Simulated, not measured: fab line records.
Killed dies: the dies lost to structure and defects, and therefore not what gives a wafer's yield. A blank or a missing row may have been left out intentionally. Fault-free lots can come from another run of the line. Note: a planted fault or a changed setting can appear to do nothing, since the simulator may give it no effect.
fab line records	flow nand-harc	part 1 of 2: steps 1 to 23 of 35
record: lots: 5	wafers: 15	last-day: 32
route steps=1302 shown A_M0@1162 A_M1@1169
lots that met no fault: from a run of the same line without faults
start-h: hours from the record's first day to the start of the lot's first wafer shown	wait-h: time in hours since the lot's previous step	" unchanged from the row above	L1.1+2: a single row standing in for several wafers	- either no value or no given start	* or withheld: withheld	< > ~ a bound
route shown NAME@n: a module of which the file shows steps, and the number in the route of the first	usual: the fault-free wafers' mean and standard deviation	same: alike in all rows	chamber/n: place in a boat	sites: per-site readings	_std_site: how widely they spread, as a standard deviation	_edge_site: inner sites' mean taken away from outer sites' mean	radius-mm: for every site, how far away it sits from the centre of the wafer	mask NAME#n: copy n	behind: the most recent tool/chamber to have shaped the wafer	hold: reason for holding the lot/hours on hold/outcome of the hold	device: whichever transistor did not switch (one of n, p or np)	end of line: at the end of the route, the tests of the same wafers	a step without rows: its recipe alone	killed: the dies lost at the first sort to structure and to defects; this is not the yield of the wafer	map: a wafer's dies, x killed, . not, _ none there
set.NAME: the setting as run; set.NAME@STEP: as run at that earlier step	model.NAME: the simulator's own value behind a step, which no gauge read
a table for each step, a row for each wafer; lots at some steps of the route
services: when a tool's chamber went out of use (start-h, in hours from the record's first day, below 0 if earlier), for how many hours, and the reason
== steps ==
step: NHARC_A_M0_CMP_23
recipe: t-overpolish-s: 20	target-thk-nm: 113.75
usual: motor-current-A: 11.8/1.1	time-to-endpoint-s: 28.4/2.1
lot.wafer	tool	chamber	start-h	wait-h	motor-current-A	time-to-endpoint-s
L074.2	cmp-03	1	514.22	-	13.1	33.1
L074.6	"	1	"	"	11.9	34.5
L074.5	"	2	"	"	11.6	25.8
L081.1	cmp-04	3	587.44	-	10.3	26.7
L081.2	"	2	"	"	11.9	26.3
L081.6	"	0	"	"	12.1	25.6
L088.2	cmp-04	0	675.52	-	13.1	27.1
L088.6	"	2	"	"	11.8	32.3
L088.5	"	3	"	"	10.9	29.8
L090.1	cmp-03	2	681.75	-	11.8	28.2
L090.3	"	3	"	"	12.0	30.9
L090.6	"	3	"	"	12.3	32.0
L093.1	cmp-04	1	731.00	-	11.3	28.5
L093.3	"	2	"	"	11.6	28.4
L093.5	"	0	"	"	13.1	25.1
step: NHARC_A_M0_THK_MEAS_24
recipe: thk-meas-gauge: xrf
usual: thk-nm: 113.6/1.4
lot.wafer	tool	chamber	start-h	wait-h	thk-nm
L074.2	film-metro-02	-	514.53	-	115.7
L074.5	"	-	"	"	111.2
L074.6	"	-	"	"	113.8
L081.1	film-metro-01	-	587.75	-	113.4
L081.2	"	-	"	"	114.3
L081.6	"	-	"	"	113.4
L088.2	film-metro-02	-	675.77	-	110.7
L088.5	"	-	"	"	113.2
L088.6	"	-	"	"	115.1
L090.1	film-metro-02	-	682.06	-	114.1
L090.3	"	-	"	"	114.1
L090.6	"	-	"	"	113.4
L093.1	film-metro-01	-	731.29	-	113.9
L093.3	"	-	"	"	113.9
L093.5	"	-	"	"	113.2
step: NHARC_A_M0_SRD_25
lot.wafer	tool	chamber	start-h	wait-h
L074.6+2+5	wet-bench-08	0,1,2	514.59	0.0
L081.1+2+6	wet-bench-10	5,6,1	587.79	0.0
L088.6+2+5	wet-bench-08	0,4,5	675.81	0.0
L090.6+1+3	wet-bench-08	6,2,3	682.11	0.0
L093.5+3+1	wet-bench-10	4,5,0	731.33	0.0
step: NHARC_A_M0_INSPECT_27
usual: raw-defect-count: 515/120
lot.wafer	tool	chamber	start-h	wait-h	raw-defect-count
L074.2	defect-inspect-01	-	514.69	0.0	761
L074.5	"	-	"	"	564
L074.6	"	-	"	"	541
L081.1	defect-inspect-01	-	587.91	0.0	433
L081.2	"	-	"	"	422
L081.6	"	-	"	"	577
L088.2	defect-inspect-02	-	675.96	0.0	454
L088.5	"	-	"	"	569
L088.6	"	-	"	"	408
L090.1	defect-inspect-02	-	682.22	0.0	575
L090.3	"	-	"	"	455
L090.6	"	-	"	"	605
L093.1	defect-inspect-01	-	731.45	0.0	378
L093.3	"	-	"	"	384
L093.5	"	-	"	"	370
step: NHARC_A_M0_PRE_CLEAN_31
recipe: time-s: 12	temp-c: 370	rf-power-w: 300	gas: NH3
usual: heater-power-w: 614/81	rf-fwd-power-W: 292.7/0.9
lot.wafer	tool	chamber	start-h	wait-h	heater-power-w	rf-fwd-power-W
L074.2	pecvd-04	1	514.77	0.1	484	292.3
L074.5	"	0	"	"	641	293.6
L074.6	"	1	"	"	488	292.9
L081.1	pecvd-01	0	587.98	0.1	652	291.3
L081.2	"	1	"	"	529	294.1
L081.6	"	0	"	"	637	290.2
L088.2	pecvd-04	2	676.05	0.1	613	290.5
L088.5	"	0	"	"	725	293.7
L088.6	"	2	"	"	607	292.9
L090.3	pecvd-04	2	682.29	0.1	577	293.0
L090.1	"	1	"	"	471	292.8
L090.6	"	0	"	"	761	293.3
L093.3	pecvd-01	2	732.10	0.7	556	291.5
L093.1	"	0	"	"	705	292.2
L093.5	"	1	"	"	620	291.8
step: NHARC_A_M0_DEP_32
recipe: target-thk-a: 300	temp-c: 370	target-thk-nm: 30	pressure-torr: 3	flow-sccm: 200	rf-w: 450	material: SiCN
usual: heater-power-w: 565/81	rf-fwd-power-W: 449.0/1.4
lot.wafer	tool	chamber	start-h	wait-h	heater-power-w	rf-fwd-power-W
L074.2	pecvd-04	1	514.88	0.1	482	448.3
L074.5	"	0	"	"	570	450.3
L074.6	"	1	"	"	489	449.7
L081.1	pecvd-01	0	588.06	0.1	605	449.3
L081.2	"	1	"	"	469	448.6
L081.6	"	0	"	"	592	450.7
L088.2	pecvd-04	2	676.19	0.1	617	449.4
L088.5	"	0	"	"	604	446.7
L088.6	"	2	"	"	615	448.0
L090.3	pecvd-04	2	682.37	0.1	511	449.3
L090.1	"	1	"	"	416	448.2
L090.6	"	0	"	"	711	448.9
L093.3	pecvd-01	2	732.18	0.1	474	448.1
L093.1	"	0	"	"	632	448.7
L093.5	"	1	"	"	613	449.6
step: NHARC_A_M1_DEP_00
recipe: target-thk-a: 1825	target-thk-nm: 182.5	temp-c: withheld	pressure-torr: 5	flow-sccm: 200	rf-w: 600	material: SiOC
usual: rf-fwd-power-W: 598.4/1.7
lot.wafer	tool	chamber	start-h	wait-h	rf-fwd-power-W
L074.2	pecvd-01	1	515.32	-	595.9
L074.5	"	0	"	"	596.3
L074.6	"	2	"	"	593.5
L081.2	pecvd-03	2	588.47	-	600.9
L081.1	"	1	"	"	601.8
L081.6	"	1	"	"	598.2
L088.2	pecvd-03	0	676.61	-	597.7
L088.6	"	2	"	"	595.8
L088.5	"	0	"	"	596.0
L090.3	pecvd-03	2	682.78	-	598.6
L090.1	"	0	"	"	596.5
L090.6	"	0	"	"	599.1
L093.3	pecvd-04	1	732.64	-	600.7
L093.1	"	2	"	"	599.8
L093.5	"	0	"	"	598.3
step: NHARC_A_M1_DEHYDRATE_01
recipe: temp-c: 150	time-s: 120
usual: exhaust-pa: 45.0/0.88
lot.wafer	tool	chamber	start-h	wait-h	exhaust-pa
L074.2	litho-track-06	0	515.68	-	44.0
L074.5	"	0	"	"	43.6
L074.6	"	0	"	"	43.9
L081.1	litho-track-06	0	588.88	-	44.0
L081.2	"	0	"	"	43.3
L081.6	"	0	"	"	44.0
L088.2	litho-track-06	0	676.92	-	45.2
L088.5	"	0	"	"	43.5
L088.6	"	0	"	"	44.5
L090.1	litho-track-04	0	683.18	-	45.3
L090.3	"	0	"	"	44.9
L090.6	"	0	"	"	44.6
L093.1	litho-track-06	0	732.99	-	43.5
L093.3	"	0	"	"	43.9
L093.5	"	0	"	"	45.0
step: NHARC_A_M1_HMDS_02
recipe: time-s: 30
usual: exhaust-pa: 45.3/0.86
lot.wafer	tool	chamber	start-h	wait-h	exhaust-pa
L074.2	litho-track-06	0	-	-	45.5
L074.5	"	0	"	"	46.9
L074.6	"	0	"	"	45.7
L081.1	litho-track-06	0	-	-	45.5
L081.2	"	0	"	"	46.1
L081.6	"	0	"	"	45.0
L088.2	litho-track-06	0	-	-	44.5
L088.5	"	0	"	"	46.9
L088.6	"	0	"	"	45.5
L090.1	litho-track-04	0	-	-	43.3
L090.3	"	0	"	"	45.5
L090.6	"	0	"	"	45.0
L093.1	litho-track-06	0	-	-	43.9
L093.3	"	0	"	"	43.9
L093.5	"	0	"	"	45.5
step: NHARC_A_M1_COAT_34
recipe: temp-c: 200	time-s: 65
usual: exhaust-pa: 45.1/0.86
lot.wafer	tool	chamber	start-h	wait-h	exhaust-pa
L074.2	litho-track-06	0	-	-	45.0
L074.5	"	0	"	"	46.5
L074.6	"	0	"	"	45.8
L081.1	litho-track-06	0	-	-	45.9
L081.2	"	0	"	"	46.7
L081.6	"	0	"	"	45.4
L088.2	litho-track-06	0	-	-	45.0
L088.5	"	0	"	"	45.0
L088.6	"	0	"	"	45.2
L090.1	litho-track-04	0	-	-	45.3
L090.3	"	0	"	"	46.4
L090.6	"	0	"	"	44.9
L093.1	litho-track-06	0	-	-	45.5
L093.3	"	0	"	"	44.1
L093.5	"	0	"	"	44.0
step: NHARC_A_M1_COAT_03
recipe: spin-rpm: 1500	resist-thk-nm: 90
usual: exhaust-pa: 45.2/0.82
lot.wafer	tool	chamber	start-h	wait-h	exhaust-pa
L074.2	litho-track-06	0	-	-	45.2
L074.5	"	0	"	"	44.8
L074.6	"	0	"	"	45.5
L081.1	litho-track-06	0	-	-	45.7
L081.2	"	0	"	"	44.4
L081.6	"	0	"	"	46.1
L088.2	litho-track-06	0	-	-	45.0
L088.5	"	0	"	"	44.3
L088.6	"	0	"	"	44.5
L090.1	litho-track-04	0	-	-	45.1
L090.3	"	0	"	"	45.6
L090.6	"	0	"	"	44.5
L093.1	litho-track-06	0	-	-	43.7
L093.3	"	0	"	"	46.4
L093.5	"	0	"	"	45.8
step: NHARC_A_M1_SOFTBAKE_04
recipe: temp-c: 105	time-s: 55
usual: exhaust-pa: 44.9/0.76
lot.wafer	tool	chamber	start-h	wait-h	exhaust-pa
L074.2	litho-track-06	0	-	-	44.7
L074.5	"	0	"	"	44.9
L074.6	"	0	"	"	44.2
L081.1	litho-track-06	0	-	-	46.4
L081.2	"	0	"	"	44.7
L081.6	"	0	"	"	45.9
L088.2	litho-track-06	0	-	-	43.9
L088.5	"	0	"	"	44.7
L088.6	"	0	"	"	43.4
L090.1	litho-track-04	0	-	-	45.9
L090.3	"	0	"	"	45.2
L090.6	"	0	"	"	44.5
L093.1	litho-track-06	0	-	-	44.6
L093.3	"	0	"	"	45.8
L093.5	"	0	"	"	43.8
step: NHARC_A_M1_EBR_05
usual: exhaust-pa: 45.0/0.96
lot.wafer	tool	chamber	start-h	wait-h	exhaust-pa
L074.2	litho-track-06	0	-	-	44.1
L074.5	"	0	"	"	44.6
L074.6	"	0	"	"	45.4
L081.1	litho-track-06	0	-	-	45.8
L081.2	"	0	"	"	46.6
L081.6	"	0	"	"	44.6
L088.2	litho-track-06	0	-	-	46.7
L088.5	"	0	"	"	45.1
L088.6	"	0	"	"	45.6
L090.1	litho-track-04	0	-	-	42.6
L090.3	"	0	"	"	42.6
L090.6	"	0	"	"	42.9
L093.1	litho-track-06	0	-	-	46.7
L093.3	"	0	"	"	45.5
L093.5	"	0	"	"	44.4
step: NHARC_A_M1_EXPOSE_06
recipe: na: 1.35	target-cd-nm: 120	dose-mj: 75.13	mask-id: A_M1
lot.wafer	tool	chamber	start-h	wait-h	mask
L074.2+5+6	arfi-scanner-01	0	515.97	-	A_M1#0
L081.1+2+6	arfi-scanner-02	0	589.17	-	A_M1#0
L088.2+5+6	arfi-scanner-01	0	677.21	-	A_M1#0
L090.1+3+6	arfi-scanner-01	0	683.34	-	A_M1#0
L093.1+3+5	arfi-scanner-01	0	733.16	-	A_M1#0
step: NHARC_A_M1_PEB_07
recipe: peb-temp-c: 100	peb-time-s: 65
usual: exhaust-pa: 45.0/0.95
lot.wafer	tool	chamber	start-h	wait-h	exhaust-pa
L074.2	litho-track-06	0	516.03	0.1	44.2
L074.5	"	0	"	"	45.2
L074.6	"	0	"	"	42.9
L081.1	litho-track-04	0	589.23	0.1	44.4
L081.2	"	0	"	"	45.2
L081.6	"	0	"	"	43.6
L088.2	litho-track-04	0	677.27	0.1	46.6
L088.5	"	0	"	"	46.5
L088.6	"	0	"	"	46.0
L090.1	litho-track-06	0	683.40	0.1	45.3
L090.3	"	0	"	"	44.1
L090.6	"	0	"	"	44.0
L093.1	litho-track-01	0	733.22	0.1	45.6
L093.3	"	0	"	"	45.2
L093.5	"	0	"	"	44.9
step: NHARC_A_M1_DEVELOP_08
recipe: develop-time-s: 35	dev-temp-c: 23
usual: exhaust-pa: 45.1/0.81
lot.wafer	tool	chamber	start-h	wait-h	exhaust-pa
L074.2	litho-track-06	0	-	-	46.1
L074.5	"	0	"	"	47.0
L074.6	"	0	"	"	46.4
L081.1	litho-track-04	0	-	-	45.4
L081.2	"	0	"	"	45.3
L081.6	"	0	"	"	45.4
L088.2	litho-track-04	0	-	-	46.1
L088.5	"	0	"	"	45.4
L088.6	"	0	"	"	44.2
L090.1	litho-track-06	0	-	-	45.0
L090.3	"	0	"	"	45.5
L090.6	"	0	"	"	44.4
L093.1	litho-track-01	0	-	-	46.9
L093.3	"	0	"	"	46.9
L093.5	"	0	"	"	45.4
step: NHARC_A_M1_CD_MEAS_09
recipe: target-cd-nm: 120	landing-energy-ev: 500
usual: cd-nm: 119.8/0.56
lot.wafer	tool	chamber	start-h	wait-h	cd-nm
L074.2	cd-sem-01	0	516.11	-	119.8
L074.5	"	0	"	"	119.7
L074.6	"	0	"	"	119.1
L081.1	cd-sem-01	0	589.31	-	119.9
L081.2	"	0	"	"	120.6
L081.6	"	0	"	"	120.3
L088.2	cd-sem-01	0	677.35	-	120.0
L088.5	"	0	"	"	120.2
L088.6	"	0	"	"	119.2
L090.1	cd-sem-01	0	683.48	-	119.9
L090.3	"	0	"	"	119.5
L090.6	"	0	"	"	119.7
L093.1	cd-sem-03	0	733.30	-	119.4
L093.3	"	0	"	"	119.1
L093.5	"	0	"	"	119.6
step: NHARC_A_M1_OVL_MEAS_10
recipe: pitch-nm: 240
usual: overlay-x-nm: -0.2/0.65	overlay-y-nm: 0.0/0.7
lot.wafer	tool	chamber	start-h	wait-h	overlay-x-nm	overlay-y-nm
L074.2	overlay-01	-	516.20	-	-0.7	-0.5
L074.5	"	-	"	"	-0.9	0.1
L074.6	"	-	"	"	0.1	-0.6
L081.1	overlay-01	-	589.40	-	0.4	0.9
L081.2	"	-	"	"	1.1	1.1
L081.6	"	-	"	"	0.5	0.8
L088.2	overlay-01	-	677.43	-	-0.6	-0.7
L088.5	"	-	"	"	-0.6	-1.2
L088.6	"	-	"	"	-1.0	-1.0
L090.1	overlay-01	-	683.57	-	-0.3	0.5
L090.3	"	-	"	"	-0.2	0.0
L090.6	"	-	"	"	-0.1	-0.2
L093.1	overlay-02	-	733.38	-	1.0	-0.4
L093.3	"	-	"	"	0.8	-0.5
L093.5	"	-	"	"	1.0	-0.1
step: NHARC_A_M1_INSPECT_11
usual: raw-defect-count: 84/33
lot.wafer	tool	chamber	start-h	wait-h	raw-defect-count
L074.2	defect-inspect-01	-	516.23	0.0	121
L074.5	"	-	"	"	120
L074.6	"	-	"	"	102
L081.1	defect-inspect-02	-	589.44	0.0	76
L081.2	"	-	"	"	82
L081.6	"	-	"	"	94
L088.2	defect-inspect-01	-	677.47	0.0	79
L088.5	"	-	"	"	93
L088.6	"	-	"	"	69
L090.1	defect-inspect-02	-	683.61	0.0	83
L090.3	"	-	"	"	57
L090.6	"	-	"	"	64
L093.1	defect-inspect-01	-	733.42	0.0	87
L093.3	"	-	"	"	78
L093.5	"	-	"	"	62
step: NHARC_A_M1_DESCUM_14
recipe: time-s: 3	o2-flow-sccm: 200	ar-flow-sccm: 0	bias-power-w: 0	chemistry: O2
usual: drypump-motor-current-A: 5.8/0.53	oes-product-au: 1.002/0.0087	rf-vpp-V: 57.8/0.89	showerhead-plenum-p-Torr: 1.92/0.076	throttle-valve-pct: 11.312/0.0078
lot.wafer	tool	chamber	start-h	wait-h	drypump-motor-current-A	oes-product-au	rf-hours-counter-h	rf-vpp-V	showerhead-plenum-p-Torr	throttle-valve-pct
L074.2	rie-diel-12	0	516.29	0.1	5.2	1.019	1.4	57.0	1.95	11.310
L074.6	"	0	"	"	5.3	1.012	-	58.0	1.95	11.328
L074.5	"	1	"	"	6.0	1.005	-	58.0	1.97	11.309
L081.1	rie-diel-10	3	589.51	0.1	6.1	1.002	9.5	57.6	1.83	11.319
L081.2	"	0	"	"	6.2	1.005	9.0	56.1	2.05	11.323
L081.6	"	3	"	"	6.1	0.993	-	58.7	1.83	11.305
L088.2	rie-diel-12	3	677.53	0.1	6.7	0.991	1.1	57.2	1.87	11.320
L088.5	"	3	"	"	6.7	0.997	-	60.2	1.87	11.305
L088.6	"	0	"	"	5.2	0.995	-	57.8	1.95	11.315
L090.1	rie-diel-12	1	683.67	0.1	6.0	1.011	1.7	58.2	1.97	11.311
L090.3	"	3	"	"	6.7	0.992	1.5	56.4	1.87	11.315
L090.6	"	1	"	"	6.0	1.010	-	57.6	1.97	11.294
L093.1	rie-diel-10	2	733.49	0.1	5.7	0.999	7.2	56.9	1.88	11.322
L093.3	"	3	"	"	6.1	0.999	6.7	56.9	1.82	11.315
L093.5	"	1	"	"	5.0	0.998	-	57.1	2.01	11.300
step: NHARC_A_M1_ETCH_35
recipe: target-depth-a: 400	overetch-a: 120	time-s: 43.94	ion-energy-ev: 200	n2-flow-sccm: 150	h2-flow-sccm: 150	ar-flow-sccm: 0	rf-w: 400	bias-w: 150	chemistry: N2/H2
usual: drypump-motor-current-A: 5.8/0.52	oes-product-au: 1.002/0.0076	rf-fwd-power-W: 394.7/1.9	rf-vpp-V: 430.9/2.7	showerhead-plenum-p-Torr: 2.05/0.087	throttle-valve-pct: 14.170/0.008
lot.wafer	tool	chamber	start-h	wait-h	drypump-motor-current-A	oes-product-au	rf-fwd-power-W	rf-hours-counter-h	rf-vpp-V	showerhead-plenum-p-Torr	throttle-valve-pct
L074.2	rie-diel-12	1	516.38	0.1	6.0	1.000	394.3	0.6	432.0	2.10	14.173
L074.6	"	1	"	"	6.0	0.998	394.3	-	432.7	2.10	14.163
L074.5	"	2	"	"	5.5	1.000	393.1	-	428.5	1.96	14.165
L081.2	rie-diel-10	3	589.58	0.1	6.1	0.987	391.9	9.5	428.7	1.94	14.171
L081.1	"	0	"	"	6.2	0.991	391.1	9.0	433.1	2.19	14.169
L081.6	"	0	"	"	6.2	0.984	391.3	-	434.2	2.19	14.182
L088.2	rie-diel-12	0	677.62	0.1	5.3	1.000	397.8	1.3	432.5	2.08	14.146
L088.6	"	3	"	"	6.7	0.987	394.4	-	429.3	1.99	14.168
L088.5	"	0	"	"	5.2	0.996	396.6	-	432.2	2.08	14.173
L090.1	rie-diel-12	3	683.76	0.1	6.7	0.992	398.6	1.5	428.9	1.99	14.176
L090.3	"	0	"	"	5.2	1.000	395.8	1.7	431.9	2.08	14.172
L090.6	"	2	"	"	5.5	1.002	393.6	-	429.8	1.96	14.153
L093.3	rie-diel-10	0	733.57	0.1	6.2	1.002	394.1	7.1	435.1	2.19	14.169
L093.1	"	3	"	"	6.1	1.007	393.9	6.8	428.5	1.94	14.166
L093.5	"	0	"	"	6.2	0.999	392.1	-	435.7	2.19	14.174
step: NHARC_A_M1_ETCH_15
recipe: target-depth-a: 1825	time-s: 91.2	c4f8-flow-sccm: withheld	ar-flow-sccm: 400	rf-w: 600	bias-w: 300	chemistry: C4F8/Ar
usual: oes-product-au: 0.956/0.02	rf-fwd-power-W: 595.4/2.3	rf-vpp-V: 441.1/2.5
lot.wafer	tool	chamber	start-h	wait-h	oes-product-au	rf-fwd-power-W	rf-hours-counter-h	rf-vpp-V
L074.2	rie-diel-12	0	-	-	0.939	598.3	1.4	443.1
L074.5	"	2	"	"	0.929	593.8	-	437.0
L074.6	"	3	"	"	0.927	597.8	-	438.1
L081.2	rie-diel-10	0	-	-	0.972	596.6	9.1	444.8
L081.1	"	1	"	"	0.972	600.8	8.3	443.4
L081.6	"	1	"	"	0.977	598.7	-	445.5
L088.2	rie-diel-12	1	-	-	0.974	597.7	1.3	442.0
L088.5	"	0	"	"	0.952	594.9	-	441.9
L088.6	"	1	"	"	0.981	596.2	-	442.3
L090.1	rie-diel-12	2	-	-	0.954	594.6	1.7	438.9
L090.3	"	3	"	"	0.950	595.0	1.6	440.5
L090.6	"	0	"	"	0.955	596.4	-	442.1
L093.3	rie-diel-10	0	-	-	0.974	594.3	7.2	444.6
L093.1	"	1	"	"	0.962	594.6	7.6	444.1
L093.5	"	3	"	"	0.983	593.4	-	437.0
step: NHARC_A_M1_CD_MEAS_16
usual: cd-nm: 119.8/0.73
lot.wafer	tool	chamber	start-h	wait-h	cd-nm
L074.2	cd-sem-02	-	516.60	-	120.4
L074.5	"	-	"	"	119.6
L074.6	"	-	"	"	119.4
L081.1	cd-sem-01	-	589.80	-	119.7
L081.2	"	-	"	"	120.0
L081.6	"	-	"	"	120.3
L088.2	cd-sem-01	-	677.84	-	119.6
L088.5	"	-	"	"	120.9
L088.6	"	-	"	"	119.0
L090.1	cd-sem-03	-	683.97	-	119.1
L090.3	"	-	"	"	119.9
L090.6	"	-	"	"	119.3
L093.1	cd-sem-01	-	733.79	-	119.9
L093.3	"	-	"	"	119.4
L093.5	"	-	"	"	120.4
